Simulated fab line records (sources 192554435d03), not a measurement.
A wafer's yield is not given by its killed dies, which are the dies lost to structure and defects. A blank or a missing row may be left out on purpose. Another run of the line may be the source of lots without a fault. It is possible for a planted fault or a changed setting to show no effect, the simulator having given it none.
Which tool was responsible? + flow n5Finfet + 29 wafers from 10 lots sampled at 3 of the route's 1938 steps

## WHAT THE GAUGES SHOWED, per wafer
N5_FIN_SAQP_OVL_MEAS_17.
| lot  | measured    | on         | FIN_CORE_OVL (nm) |
|------|-------------|------------|-------------------|
| L555 | day 2 10:15 | overlay-02 | -1.1 0.4 -1.4     |
| L556 | day 2 16:01 | overlay-02 | -1.5 -2.5 -0.7    |
| L557 | day 2 21:39 | overlay-01 | -0.5 0.9 -0.3     |
| L558 | day 3 04:01 | overlay-02 | -0.5 -0.1 0.1     |
| L560 | day 3 15:17 | overlay-01 | -0.7 -0.1 0.1     |
| L561 | day 3 22:39 | overlay-02 | -0.2 1.4 0.5      |
| L564 | day 4 19:23 | overlay-02 | 0.2 -0.4 -0.9     |
| L569 | day 5 23:02 | overlay-01 | -0.8 -1.1         |
| L574 | day 7 03:11 | overlay-01 | 16.5 16.7 16.4    |
| L575 | day 7 09:25 | overlay-02 | 17.8 18.0 17.4    |

## WHICH TOOL RAN EACH LOT (tool, then ch and the chambers of the sampled wafers, then the start)
| lot  | N5_PMOS_HMC_CHANNEL_EPI_FIN_RECESS_16 | N5_FIN_SAQP_EXPOSE_13            |
|------|---------------------------------------|----------------------------------|
| L555 | rieSi-04 ch 0,2,3, day 2 06:40        | arfiScanner-03 ch 0, day 2 10:05 |
| L556 | rieSi-01 ch 0,3, day 2 12:23          | arfiScanner-01 ch 0, day 2 15:52 |
| L557 | rieSi-04 ch 1,2, day 2 17:41          | arfiScanner-02 ch 0, day 2 21:29 |
| L558 | rieSi-04 ch 0,2,3, day 3 00:08        | arfiScanner-03 ch 0, day 3 03:50 |
| L560 | rieSi-01 ch 0,1,3, day 3 11:42        | arfiScanner-01 ch 0, day 3 15:07 |
| L561 | rieSi-01 ch 0,2, day 3 17:38          | arfiScanner-02 ch 0, day 3 22:29 |
| L564 | rieSi-04 ch 1,3, day 4 14:28          | arfiScanner-01 ch 0, day 4 19:13 |
| L569 | rieSi-04 ch 3, day 5 17:56            | arfiScanner-01 ch 0, day 5 22:53 |
| L574 | rieSi-06 ch 1,2,3, day 6 23:38        | arfiScanner-01 ch 0, day 7 03:01 |
| L575 | rieSi-01 ch 0,1,3, day 7 05:49        | arfiScanner-01 ch 0, day 7 09:15 |
- N5_PMOS_HMC_CHANNEL_EPI_FIN_RECESS_16: chemistry HBr/Cl2, target Si, target depth 54 nm, time 18 s.
- N5_FIN_SAQP_EXPOSE_13: exposes mask FIN CORE, target cd 35.6 nm.

## THE ANSWER, worked out from the rows above alone
Rule: the usual values come from the lots themselves. Put in order of their means at a reading, lots are off if they are a third of the lots or fewer, leave a main group of 4 or more, and stand apart from it by a gap of 3 or more times the standard deviation of the main group's means; of several such gaps the widest counts. A main group whose means are all the same, to the digits that the tables above print for the reading, isn't used. Also off: a lot with no number at a reading for which 4 or more lots have one. Where the step has rows for the other lots, those lots are counted as sound.
Off: L574, L575, at N5_FIN_SAQP_OVL_MEAS_17 (FIN_CORE_OVL). For the main group the mean is -0.4 nm and the standard deviation 0.61.
A tool fits if, at a process step before that reading, it ran every lot that is off, and no sound lot after the first of them. The gauges at N5_FIN_SAQP_OVL_MEAS_17 are tried like those tools. One fits: arfiScanner-01 at N5_FIN_SAQP_EXPOSE_13. Its last sound lot is L569 (day 5 22:53), its first lot that is off L574 (day 7 03:01): a fault that began between those two fits.

## WHAT THE SIMULATOR HAD PUT IN
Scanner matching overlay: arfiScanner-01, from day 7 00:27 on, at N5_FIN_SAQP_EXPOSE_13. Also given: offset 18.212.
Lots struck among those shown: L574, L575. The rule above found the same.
